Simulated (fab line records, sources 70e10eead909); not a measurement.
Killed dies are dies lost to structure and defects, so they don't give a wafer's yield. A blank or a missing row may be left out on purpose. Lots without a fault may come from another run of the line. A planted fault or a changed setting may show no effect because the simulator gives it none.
A struck lot beside a sound one | flow nand_harc | 15 steps out of a route of 1159
Sound: wafers L491.1, L491.3, L491.6. Struck: wafers L489.2, L489.4, L489.5. The cause comes at the end.
At each step with rows: each side's tool, then ch and its chambers, then its first start. Under that, the readings that differ: sound wafers | struck wafers | difference of the means | sigmas: that difference in standard deviations of wafers without a fault.
alike: readings whose means differ by less than 2 such deviations, and words and numbers that are the same on both sides. not compared: withheld readings, readings that some wafer has no value for, bounds like >300 that may hide the same value, and numbers for which the record gives no deviation and whose values overlap.
The two part at a step that has a row with sigmas, a row that says differs or no value, or rows on one side only. Numbers that don't overlap but have no deviation are shown without sigmas and don't part them. A reading that every wafer of one side lacks parts them only if that side has two wafers or more.

NHARC_A_CONTACT_ETCH_77: etches the open film in CF4/CHF3, target depth 72.6 nm, time 36.3 s.
  sound on rie_diel-13 ch 0,1; struck on rie_diel-07 ch 0,1,3
  reading               | sound             | struck            | difference | sigmas
  oes_product_au (a.u.) | 0.913 0.923 0.908 | 1.006 1.001 0.988 | +0.084     | +4
  alike: bias_w, cf4_flow_sccm, drypump_motor_current_A, rf_vpp_V, showerhead_plenum_p_Torr, throttle_valve_pct
  not compared: rf_hours_counter_h
then, 1 step without rows for these wafers: NHARC_A_CONTACT_ETCH_78 (etches the open film in O2/COS, target depth 2800 nm, time 728 s).
NHARC_A_CONTACT_ETCH_124: etches the open film in C4F8/O2/Ar, time 140 s, target depth 700 nm.
  sound on har_cap_etch-03 ch 0, day 20 16:51; struck on har_cap_etch-02 ch 0,1, day 20 04:14
  alike: chamber_pressure_mTorr, oes_air_line_au
  not compared: rf_hours_counter_h
then, 3 steps without rows for these wafers: NHARC_A_CONTACT_ETCH_125 (etches the open film in C4F8/O2/Ar, time 155 s, target depth 956 nm); NHARC_A_CONTACT_ETCH_126 (etches the open film in C4F8/O2/Ar, time 155 s, target depth 956 nm); NHARC_A_CONTACT_ETCH_127 (etches the open film in C4F8/O2/Ar, time 155 s, target depth 956 nm).
NHARC_A_CONTACT_ETCH_128: etches the open film in C4F8/O2/Ar, time 155 s, target depth 956 nm.
  sound on har_cap_etch-03 ch 0, day 20 17:28; struck on har_cap_etch-02 ch 0,1, day 20 04:51
  alike: chamber_pressure_mTorr, oes_air_line_au
  not compared: rf_hours_counter_h
then, 2 steps without rows for these wafers: NHARC_A_CONTACT_ETCH_129 (etches the open film in C4F8/O2/Ar, time 155 s, target depth 956 nm); NHARC_A_CONTACT_ETCH_130 (etches the open film in C4F8/O2/Ar, time 155 s, target depth 956 nm).
NHARC_A_CONTACT_ETCH_131: etches the open film in C4F8/O2/Ar, time 155 s, target depth 956 nm.
  sound on har_cap_etch-03 ch 0, day 20 17:53; struck on har_cap_etch-02 ch 0,1, day 20 05:17
  alike: chamber_pressure_mTorr, oes_air_line_au
  not compared: rf_hours_counter_h
then, 1 step without rows for these wafers: NHARC_A_CONTACT_ETCH_132 (etches the open film in C4F8/O2/Ar, time 156 s, target depth 958 nm).
NHARC_A_CONTACT_ETCH_133: etches the open film in C4F8/O2/Ar, time 195 s, target depth 840 nm.
  sound on har_cap_etch-03 ch 0, day 20 18:11; struck on har_cap_etch-02 ch 0,1, day 20 05:34
  alike: chamber_pressure_mTorr, oes_air_line_au
  not compared: rf_hours_counter_h
NHARC_A_CONTACT_ETCH_91: etches the open film in CH3F/O2, target depth 40 nm, time 85.7 s.
  sound on rie_diel-13 ch 1,3, day 20 18:43; struck on rie_diel-13 ch 1,2, day 20 06:08
  no value came back on the struck wafers for any of 7 readings (bias_w (W), ch3f_flow_sccm (sccm) and others); on the sound wafers bias_w (W) reads 99.61 99.99 100.33
  not compared: rf_hours_counter_h
then, 1 step without rows for these wafers: NHARC_A_CONTACT_ETCH_97 (etches the open film in C4F6/O2, target depth 20 nm, time 10 s).
-- the record jumps here: 3 days lie between the struck wafers' starts before and after (it left off in module A_CONTACT and takes up again in module END, whose first step shown is number 1159 of the route) --
NHARC_END_SORT_01:
  the record has rows for the struck wafers here (prober-01 ch 0, day 23 04:04) and none for the sound ones

WHERE THEY PART
First at NHARC_A_CONTACT_ETCH_77; last, within this record, at NHARC_END_SORT_01.

WHY: what the simulator had put in
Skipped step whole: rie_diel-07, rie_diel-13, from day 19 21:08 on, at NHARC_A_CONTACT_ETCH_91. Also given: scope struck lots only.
